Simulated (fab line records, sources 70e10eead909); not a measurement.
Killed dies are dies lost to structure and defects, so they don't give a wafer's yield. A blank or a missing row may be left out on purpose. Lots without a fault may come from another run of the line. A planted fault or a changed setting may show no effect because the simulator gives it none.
Chamber matching | flow nand_harc | NHARC_P_STI_ETCH_15 on rie_si-06: 4 sister chambers
The step etches the open film in HBr/Cl2, target depth 300 nm, time 100.1 s. 14 wafers are shown with their chamber, then 7 later ones without.

WAFERS WITH THEIR CHAMBER
wafer  | chamber | drypump_motor_current_A (A) | oes_product_au (a.u.) | throttle_valve_pct (%)
L922.2 | 3       | 6.1                         | 1.015                 | 26.392
L922.4 | 1       | 5.7                         | 0.990                 | 26.409
L922.6 | 1       | 5.7                         | 0.989                 | 26.392
L924.1 | 3       | 6.0                         | 1.000                 | 26.413
L924.2 | 2       | 5.6                         | 1.012                 | 26.409
L924.6 | 2       | 5.6                         | 1.002                 | 26.409
L928.2 | 0       | 5.3                         | 0.999                 | 26.412
L928.5 | 3       | 6.1                         | 1.007                 | 26.401
L928.6 | 2       | 5.6                         | 0.991                 | 26.416
L933.1 | 3       | 6.1                         | 1.000                 | 26.399
L933.3 | 2       | 5.6                         | 0.998                 | 26.411
L933.6 | 1       | 5.6                         | 0.992                 | 26.402
L934.1 | 1       | 5.6                         | 0.989                 | 26.417
L934.2 | 3       | 6.1                         | 0.991                 | 26.393

SIGNATURES (means of the wafers above)
reading                 | chamber 0 | chamber 1 | chamber 2 | chamber 3 | scatter within a chamber
drypump_motor_current_A | 5.300     | 5.650     | 5.600     | 6.080     | 0.0424
oes_product_au          | 0.99900   | 0.99000   | 1.00075   | 1.00260   | 0.00747
throttle_valve_pct      | 26.41200  | 26.40500  | 26.41125  | 26.39960  | 0.00809
Rule: a wafer's distance from a chamber is the root of the sum, over the readings, of the square of ((its reading less the chamber's mean) divided by the reading's scatter). The wafer belongs to the nearest chamber; if the next one is less than 2 further off, it can't be placed. The scatter: the root of (the sum of the squares of (reading less its chamber's mean) over the shown wafers, divided by (wafers less chambers)).

WAFERS WITHOUT THEIR CHAMBER
wafer  | drypump_motor_current_A (A) | oes_product_au (a.u.) | throttle_valve_pct (%)
L934.5 | 5.7                         | 0.996                 | 26.398
L935.1 | 5.6                         | 0.983                 | 26.417
L935.3 | 6.1                         | 0.996                 | 26.403
L935.6 | 5.6                         | 0.991                 | 26.398
L937.1 | 5.7                         | 0.993                 | 26.401
L937.4 | 5.6                         | 0.999                 | 26.416
L937.5 | 5.7                         | 1.003                 | 26.398

WHICH CHAMBER EACH WENT THROUGH
wafer  | from the rows above     | in truth
L934.5 | can't be placed: 1 or 2 | 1
L935.1 | can't be placed: 1 or 2 | 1
L935.3 | 3                       | 3
L935.6 | can't be placed: 1 or 2 | 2
L937.1 | can't be placed: 1 or 2 | 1
L937.4 | can't be placed: 2 or 1 | 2
L937.5 | can't be placed: 1 or 2 | 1
Placed correctly: 1 of 7. Can't be placed from these rows: 6 (the true chamber is among the candidates in 6). Placed wrongly: 0.
